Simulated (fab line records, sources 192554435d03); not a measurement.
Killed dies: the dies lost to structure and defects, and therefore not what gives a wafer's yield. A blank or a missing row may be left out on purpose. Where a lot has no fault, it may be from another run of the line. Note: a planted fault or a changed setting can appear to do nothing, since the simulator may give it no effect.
Lot-split experiment | flow n5_finfet | route with 1938 steps; 7 lots, 39 wafers read

== SPLIT DETAILS ==
At N5_HKMG_FIN_DESCUM_53 (chemistry O2, time 7.9 s), the setting time_s was moved away from the recipe's 7.9 s on 18 of the 39 wafers read, by -57.1% to +52.4%. All remaining wafers had this setting at the recipe value.

Reading taken at the split's own step.

== THE READING ==
CAR-ArF_of_HKMG_FIN_COAT_43.thk_nm (the simulator's own value, which no gauge read), in nm, at N5_HKMG_FIN_DESCUM_53 (chemistry O2, time 7.9 s). There is no usual value for it anywhere in the file. Average 83.4 nm, standard deviation 0.31 nm, over the 21 wafers here run with the recipe.

wafer  | tool, chamber at the split | time_s as run, s | against the recipe | CAR-ArF_of_HKMG_FIN_COAT_43.thk_nm, nm | against lot-mates on the recipe
L075.1 | rie_diel-01, 0             | 7.9              | recipe             | 84                                     | -
L075.2 | rie_diel-01, 2             | 3.393            | -57.1%             | 86.4                                   | +2.6
L075.3 | rie_diel-01, 1             | 7.9              | recipe             | 83.8                                   | -
L075.4 | rie_diel-01, 1             | 7.9              | recipe             | 83.6                                   | -
L075.5 | rie_diel-01, 2,0           | 3.393            | -57.1%             | 86.6                                   | +2.8
L075.6 | rie_diel-01, 2,0           | 3.393            | -57.1%             | 86.6                                   | +2.8
L077.1 | rie_diel-06, 1             | 5.607            | -29.0%             | 84.8                                   | +1.5
L077.6 | rie_diel-06, 1             | 5.607            | -29.0%             | 84.8                                   | +1.5
L077.2 | rie_diel-06, 0             | 5.607            | -29.0%             | 84.6                                   | +1.3
L077.3 | rie_diel-06, 3             | 7.9              | recipe             | 83.2                                   | -
L077.4 | rie_diel-06, 2             | 7.9              | recipe             | 83                                     | -
L077.5 | rie_diel-06, 0             | 7.9              | recipe             | 83.8                                   | -
L080.2 | rie_diel-03, 1,0,3         | 7.9              | recipe             | 83                                     | -
L080.5 | rie_diel-03, 1,0,3         | 7.9              | recipe             | 83                                     | -
L080.6 | rie_diel-03, 1,0,3         | 7.9              | recipe             | 83                                     | -
L082.1 | rie_diel-01, 0,1,1         | 10.94            | +38.5%             | 81.6                                   | -1.6
L082.4 | rie_diel-01, 0,1,1         | 10.94            | +38.5%             | 81.6                                   | -1.6
L082.6 | rie_diel-01, 0,1,1         | 10.94            | +38.5%             | 81.6                                   | -1.6
L082.2 | rie_diel-01, 3,2,2         | 7.9              | recipe             | 83.2                                   | -
L082.3 | rie_diel-01, 3,2,2         | 7.9              | recipe             | 83.2                                   | -
L082.5 | rie_diel-01, 3,2,2         | 7.9              | recipe             | 83.2                                   | -
L084.1 | rie_diel-01, 3             | 6.705            | -15.1%             | 84.4                                   | +0.9
L084.2 | rie_diel-01, 2             | 6.705            | -15.1%             | 84.2                                   | +0.7
L084.3 | rie_diel-01, 0             | 6.705            | -15.1%             | 84.6                                   | +1.1
L084.4 | rie_diel-01, 1             | 7.9              | recipe             | 83.4                                   | -
L084.6 | rie_diel-01, 1             | 7.9              | recipe             | 83.4                                   | -
L084.5 | rie_diel-01, 2             | 7.9              | recipe             | 83.6                                   | -
L086.1 | rie_diel-03, 0,1           | 7.9              | recipe             | 83.8                                   | -
L086.3 | rie_diel-03, 0,1           | 7.9              | recipe             | 83.8                                   | -
L086.2 | rie_diel-03, 2,0           | 4.972            | -37.1%             | 85.4                                   | +1.7
L086.5 | rie_diel-03, 2,0           | 4.972            | -37.1%             | 85.4                                   | +1.7
L086.4 | rie_diel-03, 1             | 7.9              | recipe             | 83.6                                   | -
L086.6 | rie_diel-03, 2             | 4.972            | -37.1%             | 85.2                                   | +1.5
L091.1 | rie_diel-06, 2             | 7.9              | recipe             | 83.6                                   | -
L091.2 | rie_diel-06, 0,3           | 12.04            | +52.4%             | 80.6                                   | -2.8
L091.4 | rie_diel-06, 0,3           | 12.04            | +52.4%             | 80.6                                   | -2.8
L091.3 | rie_diel-06, 1             | 7.9              | recipe             | 83.2                                   | -
L091.5 | rie_diel-06, 2             | 7.9              | recipe             | 83.4                                   | -
L091.6 | rie_diel-06, 3             | 12.04            | +52.4%             | 80.8                                   | -2.6
If several chambers appear in one row, that row covers several wafers at once and the file leaves open which wafer was in which chamber.

FIT RESULTS
A straight line over all 39 wafers: CAR-ArF_of_HKMG_FIN_COAT_43.thk_nm changes by -0.0519 nm for each +1% of time_s; r = -0.98; the points scatter about the line by 0.26 nm.
The same after taking each lot's own level away (the mean of its wafers on the recipe; 39 wafers): -0.0478 nm for each +1%; r = -0.99; scatter 0.19 nm.
According to that fit, moving time_s by its largest amount changes the reading by 2.7 nm.
The span of the lots' own levels, 83.00 to 83.80 nm, comes to 2.6 times the standard deviation stated above.
The two slopes agree, so the slope changes little with the lot-to-lot level.
Check: +2.75 nm against its lot-mates is what the line predicts for one of the wafers moved furthest among these (-57.1%) when that wafer is left out of the fit. It came out at +2.6 nm against them.

== FURTHER SPLITS ON THESE WAFERS ==
These wafers also went through other splits before the reading. Each is held against what the fit with the lots' levels taken away leaves over:
other split on the same wafers                    | wafers away from the commonest value | r with CAR-ArF_of_HKMG_FIN_COAT_43.thk_nm (lot level and that fit taken away)
N5_ZERO_LAYER_DEVELOP_10 develop_time_s           | 15                                   | +0.26
N5_PMOS_HMC_CHANNEL_EPI_DEVELOP_08 develop_time_s | 15                                   | -0.12
N5_SPACER0_ALD_00 ald_cycles                      | 18                                   | +0.20

== FILE'S OWN FIT ==
CAR-ArF_of_HKMG_FIN_COAT_43.thk_nm changes by -0.0478 nm for each +1% of time_s, r = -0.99.
